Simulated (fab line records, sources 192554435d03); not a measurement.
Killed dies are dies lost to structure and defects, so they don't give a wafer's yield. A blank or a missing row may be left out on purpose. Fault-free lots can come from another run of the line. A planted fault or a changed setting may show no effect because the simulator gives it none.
Chamber matching | flow n5Finfet | 4 sister chambers for N5_BEOL_M3_STRIP_66 on rieDiel-03
The step strips in CF4. 4 wafers are shown with their chamber, then 8 later ones without.

## WAFERS PAIRED WITH THEIR CHAMBERS
wafer  | chamber | drypumpMotorCurrentA (A)
L083.3 | 1       | 4.8
L086.5 | 3       | 6.6
L086.6 | 0       | 5.3
L090.3 | 2       | 5.7

## WAFERS WITHOUT THEIR CHAMBER
wafer  | drypumpMotorCurrentA (A)
L090.5 | 4.8
L090.6 | 5.7
L094.1 | 6.6
L094.2 | 5.3
L094.4 | 5.3
L096.1 | 4.8
L096.2 | 6.7
L096.3 | 5.3

## WHICH CHAMBER EACH ONE RAN IN
wafer  | from the rows above | in truth
L090.5 | 1                   | 1
L090.6 | 2                   | 2
L094.1 | 3                   | 3
L094.2 | 0                   | 0
L094.4 | 0                   | 0
L096.1 | 1                   | 1
L096.2 | 3                   | 3
L096.3 | 0                   | 0
Placed correctly: 8 of 8. Can't be placed from these rows: 0. Placed wrongly: 0.
How it was worked out, from the rows above alone: a wafer's distance from a chamber is the root of the sum, over the readings, of the square of ((its reading less the chamber's mean) divided by the reading's scatter). The wafer belongs to the nearest chamber; if the next one is less than 2 further off, it can't be placed. A chamber's mean is the mean of its shown wafers. The scatter: root of mean squared gap, hidden wafer to nearest shown wafer, with one shown wafer a chamber.
